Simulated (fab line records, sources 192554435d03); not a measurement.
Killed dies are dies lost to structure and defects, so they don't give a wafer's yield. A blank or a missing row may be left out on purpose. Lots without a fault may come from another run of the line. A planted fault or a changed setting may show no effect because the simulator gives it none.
Which tool did it? | flow n5_finfet | 9 lots, 26 wafers sampled, at 6 steps of a route of 1938

WHAT THE GAUGES READ, wafer by wafer
N5_GATE_CUT_THK_MEAS_24.
lot  | measured     | on            | GC_FILL_THK (nm)
L173 | day 4 21:44  | film_metro-02 | 218.8 218.3 220.8
L174 | day 5 02:37  | film_metro-01 | 219.7 219.5 222.2
L176 | day 5 14:01  | film_metro-02 | 218.6 221.1 219.5
L178 | day 6 06:17  | film_metro-01 | 219.4 221.7 220.1
L183 | day 7 10:06  | film_metro-02 | 218.4 220.0
L192 | day 9 16:52  | film_metro-01 | 224.2 221.3 222.8
L193 | day 10 00:26 | film_metro-02 | 220.9 219.2 219.3
L194 | day 10 03:57 | film_metro-02 | 218.5 202.6 217.7
L195 | day 10 11:09 | film_metro-02 | 219.4 220.3 204.6

N5_GATE_CUT_INSPECT_26: inspects for defects (darkfield).
lot  | measured     | on                | raw_defect_count
L173 | day 4 22:28  | defect_inspect-02 | 37 43 40
L174 | day 5 03:21  | defect_inspect-01 | 39 31 35
L176 | day 5 14:45  | defect_inspect-02 | 56 27 26
L178 | day 6 07:02  | defect_inspect-02 | 53 32 46
L183 | day 7 10:51  | defect_inspect-02 | 39 29
L192 | day 9 17:37  | defect_inspect-01 | 51 63 49
L193 | day 10 01:11 | defect_inspect-02 | 63 49 46
L194 | day 10 04:41 | defect_inspect-01 | 95 35 82
L195 | day 10 11:54 | defect_inspect-02 | 33 34 23

N5_BEOL_M4_RC_MEAS_101.
lot  | measured     | on        | DIBL_N (mV/V)  | DIBL_P (mV/V)  | IOFF_N (nA/um) | IOFF_P (nA/um) | ION_N (uA/um) | ION_P (uA/um) | SS_N (mV/dec)  | SS_P (mV/dec)  | VT_N (mV)   | VT_P (mV)
L173 | day 8 02:19  | prober-02 | 37.4 36.8 39.6 | 37.6 37.4 40.9 | 0.19 0.17 0.25 | 0.22 0.22 0.29 | 677 667 688   | 457 453 457   | 72.1 71.1 72.2 | 73.7 75.0 76.1 | 250 249 245 | -249 -251 -248
L174 | day 8 05:23  | prober-02 | 39.7 36.8 33.8 | 40.0 37.0 34.2 | 0.23 0.16 0.13 | 0.29 0.21 0.18 | 673 670 662   | 460 462 458   | 72.5 71.8 71.0 | 74.6 74.2 72.5 | 247 250 250 | -249 -252 -252
L176 | day 9 01:54  | prober-01 | 36.7 36.7 36.5 | 38.7 36.8 38.3 | 0.17 0.16 0.16 | 0.26 0.21 0.25 | 681 671 679   | 475 459 473   | 70.8 71.5 71.2 | 74.1 72.5 73.6 | 248 251 251 | -247 -251 -247
L178 | day 9 08:11  | prober-02 | 35.3 38.5 39.3 | 36.6 39.5 40.8 | 0.15 0.22 0.23 | 0.19 0.25 0.27 | 670 703 706   | 458 474 471   | 71.4 72.1 72.3 | 73.1 73.8 74.8 | 253 245 248 | -255 -251 -249
L183 | day 10 19:25 | prober-01 | 37.4 37.1      | 35.9 36.5      | 0.17 0.15      | 0.19 0.20      | 670 650       | 458 450       | 71.4 71.0      | 73.9 72.9      | 247 252     | -251 -251
L192 | day 13 14:05 | prober-01 | 38.3 36.8 37.2 | 39.4 38.0 38.0 | 0.20 0.17 0.18 | 0.24 0.21 0.22 | 673 671 666   | 456 455 455   | 71.8 72.3 71.8 | 73.6 72.9 73.7 | 247 250 248 | -251 -252 -250
L193 | day 13 20:28 | prober-01 | 37.8 38.4 40.4 | 36.6 36.6 38.7 | 0.16 0.16 0.22 | 0.20 0.21 0.24 | 677 656 668   | 459 444 451   | 71.3 71.8 72.2 | 73.3 72.9 73.2 | 250 253 247 | -256 -252 -253
L194 | day 14 07:43 | prober-02 | 37.7 40.0 35.8 | 38.9 40.9 37.0 | 0.19 0.24 0.15 | 0.28 0.30 0.23 | 670 696 677   | 460 474 471   | 72.9 73.1 71.6 | 73.9 74.6 73.2 | 249 244 250 | -247 -245 -248
L195 | day 14 06:08 | prober-01 | 37.3 37.0 33.1 | 38.5 38.7 34.3 | 0.16 0.17 0.10 | 0.18 0.18 0.13 | 675 675 656   | 450 449 445   | 72.0 71.9 70.3 | 74.2 73.9 72.1 | 252 251 256 | -257 -256 -258

WHICH TOOL RAN EACH LOT (tool, then ch and the chambers of the sampled wafers, then the start)
lot  | N5_GATE_CUT_HM_DEP_46           | N5_GATE_CUT_ETCH_47               | N5_GATE_CUT_ALD_22
L173 | pecvd-02 ch 0,2, day 4 18:04    | rie_metal-01 ch 1, day 4 19:28    | ald_sin-01 ch 1,3, day 4 19:57
L174 | pecvd-04 ch 0,1, day 4 23:24    | rie_metal-03 ch 0,1, day 5 00:32  | ald_sin-03 ch 0,2,3, day 5 00:50
L176 | pecvd-04 ch 0,1,2, day 5 10:00  | rie_metal-03 ch 0,1, day 5 11:14  | ald_sin-04 ch 1,2,3, day 5 12:14
L178 | pecvd-04 ch 0,2, day 6 02:55    | rie_metal-03 ch 0,1, day 6 04:13  | ald_sin-03 ch 0,1,3, day 6 04:31
L183 | pecvd-02 ch 0, day 7 06:18      | rie_metal-02 ch 0,1, day 7 07:55  | ald_sin-01 ch 3, day 7 08:19
L192 | pecvd-02 ch 0,2, day 9 13:14    | rie_metal-02 ch 0, day 9 14:31    | ald_sin-04 ch 1,3, day 9 14:56
L193 | pecvd-02 ch 0,1, day 9 20:46    | rie_metal-02 ch 0, day 9 22:00    | ald_sin-04 ch 1,2,3, day 9 22:40
L194 | pecvd-04 ch 0,1,2, day 10 00:16 | rie_metal-01 ch 0,1, day 10 01:37 | ald_sin-03 ch 0,1,2, day 10 02:10
L195 | pecvd-04 ch 1,2, day 10 07:55   | rie_metal-03 ch 0,1, day 10 09:05 | ald_sin-01 ch 1,2,3, day 10 09:22
- N5_GATE_CUT_HM_DEP_46: deposits SiO2 from TEOS/O2, target thk 130 nm, time 26.6 s.
- N5_GATE_CUT_ETCH_47: etches SiO2 in Cl2/BCl3, target depth 10 nm.
- N5_GATE_CUT_ALD_22: deposits SiNx, target thk 16 nm, pulse time 1 s, ald cycles 320.

WHAT THE TOOLS THEMSELVES READ (means of the sampled wafers that have a number; where no wafer has one, the mark that the record gives instead)
N5_GATE_CUT_HM_DEP_46.
lot  | tool     | heater_power_w (W) | showerhead_plenum_p_Torr (Torr) | susceptor_temp_C (C) | throttle_valve_pct (%)
L173 | pecvd-02 | 632                | 8.39                            | 400.13               | 18.6
L174 | pecvd-04 | 646                | 8.33                            | 399.97               | 17.5
L176 | pecvd-04 | 620                | 8.32                            | 400.06               | 17.5
L178 | pecvd-04 | 674                | 8.34                            | 400.08               | 17.2
L183 | pecvd-02 | 624                | 8.41                            | 400.37               | 18.9
L192 | pecvd-02 | 632                | 8.38                            | 400.08               | 18.4
L193 | pecvd-02 | 556                | 8.38                            | 399.85               | 18.9
L194 | pecvd-04 | 656                | 8.32                            | 400.00               | 17.5
L195 | pecvd-04 | 554                | 8.29                            | 399.83               | 17.2

N5_GATE_CUT_ETCH_47.
lot  | tool         | bias_w (W) | drypump_motor_current_A (A) | he_backside_leak_sccm (sccm) | mfc_cl2_sccm (sccm) | oes_product_au (a.u.) | throttle_valve_pct (%)
L173 | rie_metal-01 | 125.9      | 5.6                         | 3.60                         | 53.35               | 0.99                  | 22.41
L174 | rie_metal-03 | 125.8      | 5.8                         | 3.24                         | 53.32               | 0.79                  | 23.04
L176 | rie_metal-03 | 125.8      | 5.8                         | 3.50                         | 53.18               | 0.77                  | 22.97
L178 | rie_metal-03 | 125.9      | 5.8                         | 3.31                         | 53.41               | 0.78                  | 23.05
L183 | rie_metal-02 | 126.0      | 5.2                         | 3.19                         | 53.08               | 0.61                  | 23.00
L192 | rie_metal-02 | 125.9      | 4.9                         | 3.22                         | 53.26               | 0.61                  | 23.03
L193 | rie_metal-02 | 125.9      | 4.9                         | 3.28                         | 53.26               | 0.61                  | 23.03
L194 | rie_metal-01 | 126.4      | 5.5                         | 3.48                         | 53.18               | 0.89                  | 22.98
L195 | rie_metal-03 | 126.3      | 5.8                         | 3.38                         | 53.12               | 0.76                  | 23.07

N5_GATE_CUT_ALD_22.
lot  | tool       | heater_power_w (W) | precursor_pulse_height_rel | susceptor_temp_C (C)
L173 | ald_sin-01 | 888                | 1.010                      | 399.90
L174 | ald_sin-03 | 894                | 0.985                      | 399.92
L176 | ald_sin-04 | 861                | 1.003                      | 399.91
L178 | ald_sin-03 | 854                | 1.013                      | 400.13
L183 | ald_sin-01 | 778                | 0.992                      | 399.77
L192 | ald_sin-04 | 889                | 0.997                      | 400.26
L193 | ald_sin-04 | 874                | 0.980                      | 399.81
L194 | ald_sin-03 | 890                | 0.999                      | 400.05
L195 | ald_sin-01 | 787                | 1.004                      | 400.23

THE ANSWER, worked out from the rows above alone
Rule: what is usual is taken from the lots themselves. Put in order of their means at a reading, lots are off if they are a third of the lots or fewer, leave a main group of 4 or more, and stand apart from it by a gap of 3 or more times the standard deviation of the main group's means; of several such gaps the widest counts. A main group whose means are all the same, to the digits that the tables above print for the reading, isn't used. A lot without any number at a reading at which 4 lots or more have one is off too. The other lots that the step has rows for count as sound. The gauges are gone through in route order, then the tools' own readings, and for those a lot's mean is taken as printed above. The first step at which some lot is off is used, and at that step the reading that is off furthest; a lot without a number counts as furthest.
Off: L194, L195, at N5_GATE_CUT_THK_MEAS_24 (GC_FILL_THK). The main group: mean 220.2 nm, standard deviation 1.1.
A tool fits if, at a process step before that reading, it ran every lot that is off, and no sound lot after the first of them. The gauges at N5_GATE_CUT_THK_MEAS_24 aren't tried: what is off there is off at N5_GATE_CUT_ETCH_47 too, on other tools, and a gauge's error can't cause that. One fits: pecvd-04 at N5_GATE_CUT_HM_DEP_46. Its last sound lot is L178 (day 6 02:55), its first lot that is off L194 (day 10 00:16): a fault that began between those two fits.

WHAT THE SIMULATOR HAD PUT IN
Site profile drift: pecvd-04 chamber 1, from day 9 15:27 on, at N5_GATE_CUT_HM_DEP_46. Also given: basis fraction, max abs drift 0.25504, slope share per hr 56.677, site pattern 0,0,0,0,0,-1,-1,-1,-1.
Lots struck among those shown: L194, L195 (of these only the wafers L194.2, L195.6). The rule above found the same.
